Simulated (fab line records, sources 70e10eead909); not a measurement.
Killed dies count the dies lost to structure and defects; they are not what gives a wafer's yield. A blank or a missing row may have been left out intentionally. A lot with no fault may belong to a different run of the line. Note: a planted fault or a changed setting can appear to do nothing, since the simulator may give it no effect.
What tool caused it? / flow nand_harc / 24 lots, 72 wafers sampled, at 6 steps of a route of 1159

## WHAT EACH GAUGE READ, for each wafer
No reading from a measuring or inspecting step in the record can be judged against a usual standard deviation.

## WHICH TOOL RAN EACH LOT (tool, then ch and the chambers of the sampled wafers, then the start)
lot=L074; NHARC_A_CONTACT_ETCH_49=rie_diel-07 ch 0,1,3, day 16 05:20 or earlier; NHARC_A_CONTACT_ETCH_112=har_cap_etch-01 ch 0,1, day 16 05:20; NHARC_A_CONTACT_ETCH_96=rie_diel-07 ch 0,2,3, day 16 12:25 or earlier; NHARC_A_CONTACT_ETCH_125=har_cap_etch-01 ch 0,1, day 16 12:25; NHARC_A_CONTACT_ETCH_128=har_cap_etch-01 ch 0,1, day 16 12:51; NHARC_A_CONTACT_ETCH_132=har_cap_etch-01 ch 0,1, day 16 13:25
lot=L077; NHARC_A_CONTACT_ETCH_49=rie_diel-04 ch 1,2, day 16 14:19 or earlier; NHARC_A_CONTACT_ETCH_112=har_cap_etch-03 ch 0,1, day 16 14:19; NHARC_A_CONTACT_ETCH_96=rie_diel-04 ch 0,1,2, day 16 23:09 or earlier; NHARC_A_CONTACT_ETCH_125=har_cap_etch-01 ch 0,1, day 16 23:09; NHARC_A_CONTACT_ETCH_128=har_cap_etch-01 ch 0,1, day 16 23:34; NHARC_A_CONTACT_ETCH_132=har_cap_etch-01 ch 0,1, day 17 00:08
lot=L076; NHARC_A_CONTACT_ETCH_49=rie_diel-07 ch 1,2, day 16 14:25 or earlier; NHARC_A_CONTACT_ETCH_112=har_cap_etch-02 ch 0,1, day 16 14:25; NHARC_A_CONTACT_ETCH_96=rie_diel-04 ch 0,3, day 16 23:20 or earlier; NHARC_A_CONTACT_ETCH_125=har_cap_etch-02 ch 0,1, day 16 23:20; NHARC_A_CONTACT_ETCH_128=har_cap_etch-02 ch 0,1, day 16 23:46; NHARC_A_CONTACT_ETCH_132=har_cap_etch-02 ch 0,1, day 17 00:20
lot=L075; NHARC_A_CONTACT_ETCH_49=rie_diel-07 ch 0,1,3, day 16 20:41 or earlier; NHARC_A_CONTACT_ETCH_112=har_cap_etch-01 ch 0,1, day 16 20:41; NHARC_A_CONTACT_ETCH_96=rie_diel-07 ch 0,1, day 17 03:55 or earlier; NHARC_A_CONTACT_ETCH_125=har_cap_etch-03 ch 1, day 17 03:55; NHARC_A_CONTACT_ETCH_128=har_cap_etch-03 ch 1, day 17 04:20; NHARC_A_CONTACT_ETCH_132=har_cap_etch-03 ch 1, day 17 04:54
lot=L078; NHARC_A_CONTACT_ETCH_49=rie_diel-08 ch 0,1, day 16 21:19 or earlier; NHARC_A_CONTACT_ETCH_112=har_cap_etch-03 ch 0,1, day 16 21:19; NHARC_A_CONTACT_ETCH_96=rie_diel-07 ch 2,3, day 17 05:37 or earlier; NHARC_A_CONTACT_ETCH_125=har_cap_etch-02 ch 0,1, day 17 05:37; NHARC_A_CONTACT_ETCH_128=har_cap_etch-02 ch 0,1, day 17 06:02; NHARC_A_CONTACT_ETCH_132=har_cap_etch-02 ch 0,1, day 17 06:37
lot=L079; NHARC_A_CONTACT_ETCH_49=rie_diel-07 ch 0,1,3, day 17 05:22 or earlier; NHARC_A_CONTACT_ETCH_112=har_cap_etch-01 ch 1, day 17 05:22; NHARC_A_CONTACT_ETCH_96=rie_diel-04 ch 0,2,3, day 17 14:06 or earlier; NHARC_A_CONTACT_ETCH_125=har_cap_etch-02 ch 0,1, day 17 14:06; NHARC_A_CONTACT_ETCH_128=har_cap_etch-02 ch 0,1, day 17 14:31; NHARC_A_CONTACT_ETCH_132=har_cap_etch-02 ch 0,1, day 17 15:05
lot=L080; NHARC_A_CONTACT_ETCH_49=rie_diel-04 ch 0,1,2, day 17 08:35 or earlier; NHARC_A_CONTACT_ETCH_112=har_cap_etch-02 ch 0,1, day 17 08:35; NHARC_A_CONTACT_ETCH_96=rie_diel-04 ch 0,1,3, day 17 15:17 or earlier; NHARC_A_CONTACT_ETCH_125=har_cap_etch-01 ch 0,1, day 17 15:17; NHARC_A_CONTACT_ETCH_128=har_cap_etch-01 ch 0,1, day 17 15:51; NHARC_A_CONTACT_ETCH_132=har_cap_etch-01 ch 0,1, day 17 16:37
lot=L081; NHARC_A_CONTACT_ETCH_49=rie_diel-07 ch 0,2, day 17 22:23 or earlier; NHARC_A_CONTACT_ETCH_112=har_cap_etch-02 ch 0,1, day 17 22:23; NHARC_A_CONTACT_ETCH_96=rie_diel-08 ch 1,3, day 18 07:45 or earlier; NHARC_A_CONTACT_ETCH_125=har_cap_etch-02 ch 0,1, day 18 07:45; NHARC_A_CONTACT_ETCH_128=har_cap_etch-02 ch 0,1, day 18 08:10; NHARC_A_CONTACT_ETCH_132=har_cap_etch-02 ch 0,1, day 18 08:44
lot=L082; NHARC_A_CONTACT_ETCH_49=rie_diel-08 ch 0,1,2, day 18 06:26 or earlier; NHARC_A_CONTACT_ETCH_112=har_cap_etch-03 ch 0,1, day 18 06:26; NHARC_A_CONTACT_ETCH_96=rie_diel-04 ch 1,2, day 18 17:05 or earlier; NHARC_A_CONTACT_ETCH_125=har_cap_etch-01 ch 0, day 18 17:05; NHARC_A_CONTACT_ETCH_128=har_cap_etch-01 ch 0, day 18 17:31; NHARC_A_CONTACT_ETCH_132=har_cap_etch-01 ch 0, day 18 18:05
lot=L083; NHARC_A_CONTACT_ETCH_49=rie_diel-07 ch 0,2,3, day 18 12:58 or earlier; NHARC_A_CONTACT_ETCH_112=har_cap_etch-01 ch 0,1, day 18 12:58; NHARC_A_CONTACT_ETCH_96=rie_diel-04 ch 1,3, day 18 20:43 or earlier; NHARC_A_CONTACT_ETCH_125=har_cap_etch-03 ch 0,1, day 18 20:43; NHARC_A_CONTACT_ETCH_128=har_cap_etch-03 ch 0,1, day 18 21:08; NHARC_A_CONTACT_ETCH_132=har_cap_etch-03 ch 0,1, day 18 21:43
lot=L084; NHARC_A_CONTACT_ETCH_49=rie_diel-07 ch 0,1, day 18 15:47 or earlier; NHARC_A_CONTACT_ETCH_112=har_cap_etch-02 ch 0,1, day 18 15:47; NHARC_A_CONTACT_ETCH_96=rie_diel-04 ch 0,2, day 18 22:31 or earlier; NHARC_A_CONTACT_ETCH_125=har_cap_etch-02 ch 0,1, day 18 22:31; NHARC_A_CONTACT_ETCH_128=har_cap_etch-02 ch 0,1, day 18 22:56; NHARC_A_CONTACT_ETCH_132=har_cap_etch-02 ch 0,1, day 18 23:30
lot=L086; NHARC_A_CONTACT_ETCH_49=rie_diel-07 ch 1,2,3, day 19 11:04 or earlier; NHARC_A_CONTACT_ETCH_112=har_cap_etch-01 ch 0,1, day 19 11:04; NHARC_A_CONTACT_ETCH_96=rie_diel-07 ch 0,1,2, day 19 17:50 or earlier; NHARC_A_CONTACT_ETCH_125=har_cap_etch-02 ch 0,1, day 19 17:50; NHARC_A_CONTACT_ETCH_128=har_cap_etch-02 ch 0,1, day 19 18:16; NHARC_A_CONTACT_ETCH_132=har_cap_etch-02 ch 0,1, day 19 18:50
lot=L087; NHARC_A_CONTACT_ETCH_49=rie_diel-07 ch 0,2,3, day 19 12:52 or earlier; NHARC_A_CONTACT_ETCH_112=har_cap_etch-03 ch 1, day 19 12:52; NHARC_A_CONTACT_ETCH_96=rie_diel-07 ch 0,1,3, day 19 19:35 or earlier; NHARC_A_CONTACT_ETCH_125=har_cap_etch-01 ch 1, day 19 19:35; NHARC_A_CONTACT_ETCH_128=har_cap_etch-01 ch 1, day 19 20:01; NHARC_A_CONTACT_ETCH_132=har_cap_etch-01 ch 1, day 19 20:35
lot=L085; NHARC_A_CONTACT_ETCH_49=rie_diel-08 ch 1,2,3, day 19 20:30 or earlier; NHARC_A_CONTACT_ETCH_112=har_cap_etch-02 ch 0,1, day 19 20:30; NHARC_A_CONTACT_ETCH_96=rie_diel-07 ch 0,1,2, day 20 04:28 or earlier; NHARC_A_CONTACT_ETCH_125=har_cap_etch-03 ch 0,1, day 20 04:28; NHARC_A_CONTACT_ETCH_128=har_cap_etch-03 ch 0,1, day 20 04:53; NHARC_A_CONTACT_ETCH_132=har_cap_etch-03 ch 0,1, day 20 05:27
lot=L089; NHARC_A_CONTACT_ETCH_49=rie_diel-04 ch 0,3, day 19 20:26 or earlier; NHARC_A_CONTACT_ETCH_112=har_cap_etch-03 ch 0, day 19 20:26; NHARC_A_CONTACT_ETCH_96=rie_diel-04 ch 0,2,3, day 20 04:50 or earlier; NHARC_A_CONTACT_ETCH_125=har_cap_etch-02 ch 0,1, day 20 04:50; NHARC_A_CONTACT_ETCH_128=har_cap_etch-02 ch 0,1, day 20 05:16; NHARC_A_CONTACT_ETCH_132=har_cap_etch-02 ch 0,1, day 20 05:50
lot=L088; NHARC_A_CONTACT_ETCH_49=rie_diel-08 ch 1,3, day 20 02:47 or earlier; NHARC_A_CONTACT_ETCH_112=har_cap_etch-02 ch 0,1, day 20 02:47; NHARC_A_CONTACT_ETCH_96=rie_diel-04 ch 0,1,3, day 20 11:49 or earlier; NHARC_A_CONTACT_ETCH_125=har_cap_etch-03 ch 0,1, day 20 11:49; NHARC_A_CONTACT_ETCH_128=har_cap_etch-03 ch 0,1, day 20 12:14; NHARC_A_CONTACT_ETCH_132=har_cap_etch-03 ch 0,1, day 20 12:48
lot=L090; NHARC_A_CONTACT_ETCH_49=rie_diel-07 ch 0,1, day 20 03:50 or earlier; NHARC_A_CONTACT_ETCH_112=har_cap_etch-01 ch 0,1, day 20 03:50; NHARC_A_CONTACT_ETCH_96=rie_diel-08 ch 2,3, day 20 05:37; NHARC_A_CONTACT_ETCH_125=har_cap_etch-03 ch 0,1, day 20 13:41; NHARC_A_CONTACT_ETCH_128=har_cap_etch-03 ch 0,1, day 20 14:07; NHARC_A_CONTACT_ETCH_132=har_cap_etch-03 ch 0,1, day 20 14:41
lot=L092; NHARC_A_CONTACT_ETCH_49=rie_diel-07 ch 0,1,3, day 20 08:49 or earlier; NHARC_A_CONTACT_ETCH_112=har_cap_etch-01 ch 0,1, day 20 08:49; NHARC_A_CONTACT_ETCH_96=rie_diel-07 ch 0,3, day 20 16:28 or earlier; NHARC_A_CONTACT_ETCH_125=har_cap_etch-01 ch 0,1, day 20 16:28; NHARC_A_CONTACT_ETCH_128=har_cap_etch-01 ch 0,1, day 20 16:54; NHARC_A_CONTACT_ETCH_132=har_cap_etch-01 ch 0,1, day 20 17:28
lot=L091; NHARC_A_CONTACT_ETCH_49=rie_diel-07 ch 1,2,3, day 20 12:21 or earlier; NHARC_A_CONTACT_ETCH_112=har_cap_etch-02 ch 0,1, day 20 12:21; NHARC_A_CONTACT_ETCH_96=rie_diel-08 ch 0,1,2, day 20 19:41 or earlier; NHARC_A_CONTACT_ETCH_125=har_cap_etch-02 ch 0,1, day 20 19:41; NHARC_A_CONTACT_ETCH_128=har_cap_etch-02 ch 0,1, day 20 20:07; NHARC_A_CONTACT_ETCH_132=har_cap_etch-02 ch 0,1, day 20 20:41
lot=L093; NHARC_A_CONTACT_ETCH_49=rie_diel-04 ch 0,2,3, day 20 20:46 or earlier; NHARC_A_CONTACT_ETCH_112=har_cap_etch-01 ch 0,1, day 20 20:46; NHARC_A_CONTACT_ETCH_96=rie_diel-04 ch 1,2,3, day 21 03:43 or earlier; NHARC_A_CONTACT_ETCH_125=har_cap_etch-03 ch 0,1, day 21 03:43; NHARC_A_CONTACT_ETCH_128=har_cap_etch-03 ch 0,1, day 21 04:08; NHARC_A_CONTACT_ETCH_132=har_cap_etch-03 ch 0,1, day 21 04:42
lot=L095; NHARC_A_CONTACT_ETCH_49=rie_diel-07 ch 0,1,3, day 21 17:59 or earlier; NHARC_A_CONTACT_ETCH_112=har_cap_etch-01 ch 0,1, day 21 17:59; NHARC_A_CONTACT_ETCH_96=rie_diel-07 ch 0,2,3, day 22 02:16 or earlier; NHARC_A_CONTACT_ETCH_125=har_cap_etch-02 ch 0,1, day 22 02:16; NHARC_A_CONTACT_ETCH_128=har_cap_etch-02 ch 0,1, day 22 02:41; NHARC_A_CONTACT_ETCH_132=har_cap_etch-02 ch 0,1, day 22 03:14
lot=L094; NHARC_A_CONTACT_ETCH_49=rie_diel-07 ch 0,1, day 21 22:16 or earlier; NHARC_A_CONTACT_ETCH_112=har_cap_etch-03 ch 0,1, day 21 22:16; NHARC_A_CONTACT_ETCH_96=rie_diel-07 ch 0,1, day 22 05:02 or earlier; NHARC_A_CONTACT_ETCH_125=har_cap_etch-03 ch 0,1, day 22 05:02; NHARC_A_CONTACT_ETCH_128=har_cap_etch-03 ch 0,1, day 22 05:28; NHARC_A_CONTACT_ETCH_132=har_cap_etch-03 ch 0,1, day 22 06:02
lot=L097; NHARC_A_CONTACT_ETCH_49=rie_diel-08 ch 0,3, day 22 03:19 or earlier; NHARC_A_CONTACT_ETCH_112=har_cap_etch-01 ch 0,1, day 22 03:19; NHARC_A_CONTACT_ETCH_96=rie_diel-08 ch 0,1,2, day 22 10:16 or earlier; NHARC_A_CONTACT_ETCH_125=har_cap_etch-01 ch 0,1, day 22 10:16; NHARC_A_CONTACT_ETCH_128=har_cap_etch-01 ch 0,1, day 22 10:41; NHARC_A_CONTACT_ETCH_132=har_cap_etch-01 ch 0,1, day 22 11:16
lot=L096; NHARC_A_CONTACT_ETCH_49=rie_diel-08 ch 0,2, day 22 11:19 or earlier; NHARC_A_CONTACT_ETCH_112=har_cap_etch-03 ch 0,1, day 22 11:19; NHARC_A_CONTACT_ETCH_96=rie_diel-07 ch 0,1,3, day 22 18:38 or earlier; NHARC_A_CONTACT_ETCH_125=har_cap_etch-01 ch 0,1, day 22 18:38; NHARC_A_CONTACT_ETCH_128=har_cap_etch-01 ch 0,1, day 22 19:04; NHARC_A_CONTACT_ETCH_132=har_cap_etch-01 ch 0,1, day 22 19:38
- NHARC_A_CONTACT_ETCH_49: etches the open film in N2/H2, target depth 260 nm, time 475.3 s.
- NHARC_A_CONTACT_ETCH_112: etches the open film in C4F8/O2/Ar, time 94 s, target depth 922 nm.
- NHARC_A_CONTACT_ETCH_96: etches the open film in C4F6/O2, target depth 20 nm, time 10 s.
- NHARC_A_CONTACT_ETCH_125: etches the open film in C4F8/O2/Ar, time 155 s, target depth 956 nm.
- NHARC_A_CONTACT_ETCH_128: etches the open film in C4F8/O2/Ar, time 155 s, target depth 956 nm.
- NHARC_A_CONTACT_ETCH_132: etches the open film in C4F8/O2/Ar, time 156 s, target depth 958 nm.

## WHAT THE TOOLS THEMSELVES READ (means of the sampled wafers that have a number; where no wafer has one, the mark that the record gives instead)
NHARC_A_CONTACT_ETCH_49. Usual: drypump_motor_current_A 5.4 A, standard deviation 0.5; oes_product_au 0.999 a.u., standard deviation 0.0075; rf_vpp_V 430.8 V, standard deviation 2.7; showerhead_plenum_p_Torr 2.06 Torr, standard deviation 0.089; throttle_valve_pct 14.172 %, standard deviation 0.0082.
lot=L074; tool=rie_diel-07; drypump_motor_current_A (A)=5.1; oes_product_au (a.u.)=0.995; rf_vpp_V (V)=431.6; showerhead_plenum_p_Torr (Torr)=2.07; throttle_valve_pct (%)=14.174; flag=
lot=L077; tool=rie_diel-04; drypump_motor_current_A (A)=5.1; oes_product_au (a.u.)=0.999; rf_vpp_V (V)=429.1; showerhead_plenum_p_Torr (Torr)=2.01; throttle_valve_pct (%)=14.179; flag=
lot=L076; tool=rie_diel-07; drypump_motor_current_A (A)=5.0; oes_product_au (a.u.)=0.995; rf_vpp_V (V)=432.8; showerhead_plenum_p_Torr (Torr)=2.11; throttle_valve_pct (%)=14.170; flag=
lot=L075; tool=rie_diel-07; drypump_motor_current_A (A)=5.1; oes_product_au (a.u.)=0.989; rf_vpp_V (V)=430.5; showerhead_plenum_p_Torr (Torr)=2.07; throttle_valve_pct (%)=14.168; flag=
lot=L078; tool=rie_diel-08; drypump_motor_current_A (A)=6.2; oes_product_au (a.u.)=0.999; rf_vpp_V (V)=428.6; showerhead_plenum_p_Torr (Torr)=1.94; throttle_valve_pct (%)=14.172; flag=
lot=L079; tool=rie_diel-07; drypump_motor_current_A (A)=5.1; oes_product_au (a.u.)=1.010; rf_vpp_V (V)=430.7; showerhead_plenum_p_Torr (Torr)=2.07; throttle_valve_pct (%)=14.174; flag=
lot=L080; tool=rie_diel-04; drypump_motor_current_A (A)=5.4; oes_product_au (a.u.)=0.990; rf_vpp_V (V)=429.6; showerhead_plenum_p_Torr (Torr)=2.03; throttle_valve_pct (%)=14.175; flag=
lot=L081; tool=rie_diel-07; drypump_motor_current_A (A)=5.2; oes_product_au (a.u.)=0.993; rf_vpp_V (V)=432.1; showerhead_plenum_p_Torr (Torr)=2.10; throttle_valve_pct (%)=14.172; flag=
lot=L082; tool=rie_diel-08; drypump_motor_current_A (A)=5.8; oes_product_au (a.u.)=1.009; rf_vpp_V (V)=429.9; showerhead_plenum_p_Torr (Torr)=2.01; throttle_valve_pct (%)=14.166; flag=
lot=L083; tool=rie_diel-07; drypump_motor_current_A (A)=5.1; oes_product_au (a.u.)=1.000; rf_vpp_V (V)=430.7; showerhead_plenum_p_Torr (Torr)=2.05; throttle_valve_pct (%)=14.179; flag=
lot=L084; tool=rie_diel-07; drypump_motor_current_A (A)=5.2; oes_product_au (a.u.)=0.997; rf_vpp_V (V)=432.8; showerhead_plenum_p_Torr (Torr)=2.11; throttle_valve_pct (%)=14.177; flag=
lot=L086; tool=rie_diel-07; drypump_motor_current_A (A)=5.0; oes_product_au (a.u.)=1.002; rf_vpp_V (V)=431.2; showerhead_plenum_p_Torr (Torr)=2.06; throttle_valve_pct (%)=14.171; flag=
lot=L087; tool=rie_diel-07; drypump_motor_current_A (A)=5.1; oes_product_au (a.u.)=0.996; rf_vpp_V (V)=430.7; showerhead_plenum_p_Torr (Torr)=2.05; throttle_valve_pct (%)=14.174; flag=
lot=L085; tool=rie_diel-08; drypump_motor_current_A (A)=5.7; oes_product_au (a.u.)=1.001; rf_vpp_V (V)=428.8; showerhead_plenum_p_Torr (Torr)=2.00; throttle_valve_pct (%)=14.173; flag=
lot=L089; tool=rie_diel-04; drypump_motor_current_A (A)=6.2; oes_product_au (a.u.)=1.010; rf_vpp_V (V)=430.2; showerhead_plenum_p_Torr (Torr)=2.02; throttle_valve_pct (%)=14.171; flag=
lot=L088; tool=rie_diel-08; drypump_motor_current_A (A)=6.1; oes_product_au (a.u.)=0.998; rf_vpp_V (V)=426.0; showerhead_plenum_p_Torr (Torr)=1.92; throttle_valve_pct (%)=14.174; flag=
lot=L090; tool=rie_diel-07; drypump_motor_current_A (A)=5.1; oes_product_au (a.u.)=1.002; rf_vpp_V (V)=433.1; showerhead_plenum_p_Torr (Torr)=2.12; throttle_valve_pct (%)=14.174; flag=
lot=L092; tool=rie_diel-07; drypump_motor_current_A (A)=5.1; oes_product_au (a.u.)=0.997; rf_vpp_V (V)=430.7; showerhead_plenum_p_Torr (Torr)=2.06; throttle_valve_pct (%)=14.173; flag=
lot=L091; tool=rie_diel-07; drypump_motor_current_A (A)=5.0; oes_product_au (a.u.)=1.000; rf_vpp_V (V)=431.2; showerhead_plenum_p_Torr (Torr)=2.06; throttle_valve_pct (%)=14.168; flag=
lot=L093; tool=rie_diel-04; drypump_motor_current_A (A)=6.0; oes_product_au (a.u.)=0.997; rf_vpp_V (V)=429.7; showerhead_plenum_p_Torr (Torr)=2.00; throttle_valve_pct (%)=14.170; flag=
lot=L095; tool=rie_diel-07; drypump_motor_current_A (A)=5.1; oes_product_au (a.u.)=0.999; rf_vpp_V (V)=430.7; showerhead_plenum_p_Torr (Torr)=2.06; throttle_valve_pct (%)=14.174; flag=
lot=L094; tool=rie_diel-07; drypump_motor_current_A (A)=5.2; oes_product_au (a.u.)=1.008; rf_vpp_V (V)=432.5; showerhead_plenum_p_Torr (Torr)=2.10; throttle_valve_pct (%)=14.176; flag=
lot=L097; tool=rie_diel-08; drypump_motor_current_A (A)=5.8; oes_product_au (a.u.)=0.999; rf_vpp_V (V)=435.2; showerhead_plenum_p_Torr (Torr)=2.22; throttle_valve_pct (%)=14.168; flag=
lot=L096; tool=rie_diel-08; drypump_motor_current_A (A)=5.4; oes_product_au (a.u.)=0.998; rf_vpp_V (V)=434.2; showerhead_plenum_p_Torr (Torr)=2.18; throttle_valve_pct (%)=14.166; flag=

NHARC_A_CONTACT_ETCH_96. Usual: drypump_motor_current_A 5.5 A, standard deviation 0.55; oes_product_au 0.961 a.u., standard deviation 0.022; rf_vpp_V 547 V, standard deviation 3; showerhead_plenum_p_Torr 3.91 Torr, standard deviation 0.14; throttle_valve_pct 26.904 %, standard deviation 0.0095.
lot=L074; tool=rie_diel-07; drypump_motor_current_A (A)=5.1; oes_product_au (a.u.)=0.944; rf_vpp_V (V)=547; showerhead_plenum_p_Torr (Torr)=3.95; throttle_valve_pct (%)=26.902; flag=
lot=L077; tool=rie_diel-04; drypump_motor_current_A (A)=5.4; oes_product_au (a.u.)=0.961; rf_vpp_V (V)=547; showerhead_plenum_p_Torr (Torr)=3.91; throttle_valve_pct (%)=26.904; flag=
lot=L076; tool=rie_diel-04; drypump_motor_current_A (A)=6.2; oes_product_au (a.u.)=0.949; rf_vpp_V (V)=547; showerhead_plenum_p_Torr (Torr)=3.91; throttle_valve_pct (%)=26.905; flag=
lot=L075; tool=rie_diel-07; drypump_motor_current_A (A)=5.2; oes_product_au (a.u.)=0.967; rf_vpp_V (V)=549; showerhead_plenum_p_Torr (Torr)=4.05; throttle_valve_pct (%)=26.917; flag=
lot=L078; tool=rie_diel-07; drypump_motor_current_A (A)=5.1; oes_product_au (a.u.)=0.991; rf_vpp_V (V)=545; showerhead_plenum_p_Torr (Torr)=3.87; throttle_valve_pct (%)=26.907; flag=
lot=L079; tool=rie_diel-04; drypump_motor_current_A (A)=6.0; oes_product_au (a.u.)=0.997; rf_vpp_V (V)=547; showerhead_plenum_p_Torr (Torr)=3.87; throttle_valve_pct (%)=26.904; flag=
lot=L080; tool=rie_diel-04; drypump_motor_current_A (A)=5.9; oes_product_au (a.u.)=0.947; rf_vpp_V (V)=546; showerhead_plenum_p_Torr (Torr)=3.87; throttle_valve_pct (%)=26.897; flag=
lot=L081; tool=rie_diel-08; drypump_motor_current_A (A)=5.8; oes_product_au (a.u.)=0.951; rf_vpp_V (V)=541; showerhead_plenum_p_Torr (Torr)=3.70; throttle_valve_pct (%)=26.904; flag=
lot=L082; tool=rie_diel-04; drypump_motor_current_A (A)=5.3; oes_product_au (a.u.)=0.945; rf_vpp_V (V)=546; showerhead_plenum_p_Torr (Torr)=3.87; throttle_valve_pct (%)=26.903; flag=
lot=L083; tool=rie_diel-04; drypump_motor_current_A (A)=6.1; oes_product_au (a.u.)=0.975; rf_vpp_V (V)=543; showerhead_plenum_p_Torr (Torr)=3.78; throttle_valve_pct (%)=26.897; flag=
lot=L084; tool=rie_diel-04; drypump_motor_current_A (A)=5.8; oes_product_au (a.u.)=0.945; rf_vpp_V (V)=548; showerhead_plenum_p_Torr (Torr)=3.94; throttle_valve_pct (%)=26.909; flag=
lot=L086; tool=rie_diel-07; drypump_motor_current_A (A)=5.1; oes_product_au (a.u.)=0.943; rf_vpp_V (V)=549; showerhead_plenum_p_Torr (Torr)=4.04; throttle_valve_pct (%)=26.909; flag=
lot=L087; tool=rie_diel-07; drypump_motor_current_A (A)=5.1; oes_product_au (a.u.)=0.941; rf_vpp_V (V)=548; showerhead_plenum_p_Torr (Torr)=3.97; throttle_valve_pct (%)=26.899; flag=
lot=L085; tool=rie_diel-07; drypump_motor_current_A (A)=5.1; oes_product_au (a.u.)=0.997; rf_vpp_V (V)=550; showerhead_plenum_p_Torr (Torr)=4.04; throttle_valve_pct (%)=26.902; flag=
lot=L089; tool=rie_diel-04; drypump_motor_current_A (A)=6.0; oes_product_au (a.u.)=0.963; rf_vpp_V (V)=545; showerhead_plenum_p_Torr (Torr)=3.86; throttle_valve_pct (%)=26.901; flag=
lot=L088; tool=rie_diel-04; drypump_motor_current_A (A)=5.9; oes_product_au (a.u.)=0.947; rf_vpp_V (V)=545; showerhead_plenum_p_Torr (Torr)=3.85; throttle_valve_pct (%)=26.905; flag=
lot=L090; tool=rie_diel-08; drypump_motor_current_A (A)=5.4; oes_product_au (a.u.)=0.951; rf_vpp_V (V)=544; showerhead_plenum_p_Torr (Torr)=3.81; throttle_valve_pct (%)=26.912; flag=
lot=L092; tool=rie_diel-07; drypump_motor_current_A (A)=5.2; oes_product_au (a.u.)=0.953; rf_vpp_V (V)=546; showerhead_plenum_p_Torr (Torr)=3.87; throttle_valve_pct (%)=26.911; flag=
lot=L091; tool=rie_diel-08; drypump_motor_current_A (A)=5.8; oes_product_au (a.u.)=1.004; rf_vpp_V (V)=546; showerhead_plenum_p_Torr (Torr)=3.85; throttle_valve_pct (%)=26.909; flag=
lot=L093; tool=rie_diel-04; drypump_motor_current_A (A)=5.7; oes_product_au (a.u.)=0.937; rf_vpp_V (V)=545; showerhead_plenum_p_Torr (Torr)=3.81; throttle_valve_pct (%)=26.899; flag=
lot=L095; tool=rie_diel-07; drypump_motor_current_A (A)=5.1; oes_product_au (a.u.)=0.943; rf_vpp_V (V)=546; showerhead_plenum_p_Torr (Torr)=3.93; throttle_valve_pct (%)=26.901; flag=
lot=L094; tool=rie_diel-07; drypump_motor_current_A (A)=5.2; oes_product_au (a.u.)=0.957; rf_vpp_V (V)=549; showerhead_plenum_p_Torr (Torr)=4.03; throttle_valve_pct (%)=26.903; flag=
lot=L097; tool=rie_diel-08; drypump_motor_current_A (A)=5.8; oes_product_au (a.u.)=0.944; rf_vpp_V (V)=549; showerhead_plenum_p_Torr (Torr)=4.04; throttle_valve_pct (%)=26.910; flag=
lot=L096; tool=rie_diel-07; drypump_motor_current_A (A)=5.1; oes_product_au (a.u.)=1.003; rf_vpp_V (V)=547; showerhead_plenum_p_Torr (Torr)=3.96; throttle_valve_pct (%)=26.902; flag=

## THE ANSWER, worked out from the rows above alone
Rule: lot off if the mean of its wafers having a number is beyond 3 standard deviations from the usual mean. Also off: a lot with no number at a reading for which 4 or more lots have one. Any other lot the step has rows for is counted as sound. First the gauges in route order, then the tools' own readings, where a lot's mean is used as printed above. The first step at which some lot is off is used, and at that step the reading that is off furthest; a lot without a number counts as furthest.
No lot is off on any of the readings shown, so nothing can be concluded from this.

## WHAT THE SIMULATOR HAD PUT IN
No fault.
